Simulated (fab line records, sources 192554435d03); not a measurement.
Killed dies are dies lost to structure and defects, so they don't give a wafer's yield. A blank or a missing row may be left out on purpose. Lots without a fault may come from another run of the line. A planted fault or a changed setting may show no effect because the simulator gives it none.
Problem report in the 8D (eight disciplines) form, filled by code | flow n5_finfet | the parts of the form that need people (team, actions taken, sign-off) are left out

1. THE PROBLEM
run_length_s at N5_BEOL_M3_CVD_47 reads a mean of 132.2 s on 6 wafers of 2 lots; wafers without a fault read 246.7 s with a standard deviation of 0.45. That is -99 or more standard deviations from the usual mean.
The step: deposits Co from CCTBA/H2, target thk 3 nm, time 223.8 s.
First seen on wafer L858.2, day 11 18:01, on cvd_co-02. The record holds 18 wafers of 6 lots with a number at this step. Rule for "out", or "out of limits": more than 4 standard deviations from the usual mean. The other wafers with a number count as sound.

2. WHAT IT IS AND WHAT IT IS NOT
question                    | is                     | is not
which readings at this step | run_length_s           | -
which lots                  | L858, L859             | L848, L854, L866, L870
which wafers of those lots  | all that have a number | -
read on which tools         | cvd_co-02              | cvd_co-01
when                        | from day 11 18:01      | up to then (6 sound wafers); but 6 sound wafers of L866, L870 came after

3. SUSPECTS, AND WHAT RULES EACH OUT
Counting: a tool at a process step up to the reading stays a suspect if it ran every lot that is out and no sound lot after the first of them.
- pvd_sputter-01 at N5_BEOL_M3_SURFACE_TREAT_85: ruled out as a lasting fault. Sound lots L870 ran on it after its first lot that is out, L858 (day 11 17:58).
- cvd_co-02 at N5_BEOL_M3_CVD_47 (deposits Co from CCTBA/H2, target thk 3 nm, time 223.8 s): kept. It ran every lot that is out, first L858 (day 11 18:01), and no sound lot after that; its last sound lot up to then is L854 (day 8 21:37). Its own readings are out on those wafers: run_length_s.
Left after counting: cvd_co-02 at N5_BEOL_M3_CVD_47.

4. THE CAUSE (what the simulator had put in)
Process parameter drift: cvd_co-02, from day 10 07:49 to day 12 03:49, at N5_BEOL_M3_CVD_47. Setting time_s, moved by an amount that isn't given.
Counting left only this tool.

5. THE CHAIN OF EFFECTS, in route order
Each row: a reading whose mean over the struck wafers that have a number lies more than 3 standard deviations from the usual. Only readings for which the record gives a usual standard deviation are gone through. hours: the time from each lot's start at the first step in this table that gives one to its start at this step, as a median over the lots. sigmas: the change in usual standard deviations.
hours | step              | reading      | usual   | on struck wafers | change | sigmas
0     | N5_BEOL_M3_CVD_47 | run_length_s | 246.7 s | 132.2            | -114.5 | -99 or more
The process steps in it:
- N5_BEOL_M3_CVD_47: deposits Co from CCTBA/H2, target thk 3 nm, time 223.8 s.
Later measuring or inspecting steps at which every struck wafer that the step has a row for has a number for every such reading, and none has moved that far: N5_BEOL_M4_RC_MEAS_101.

6. WHAT WOULD HAVE CAUGHT IT SOONER
In this record the first reading out of limits was taken at day 11 18:01, 34 hours after the fault began at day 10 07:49.
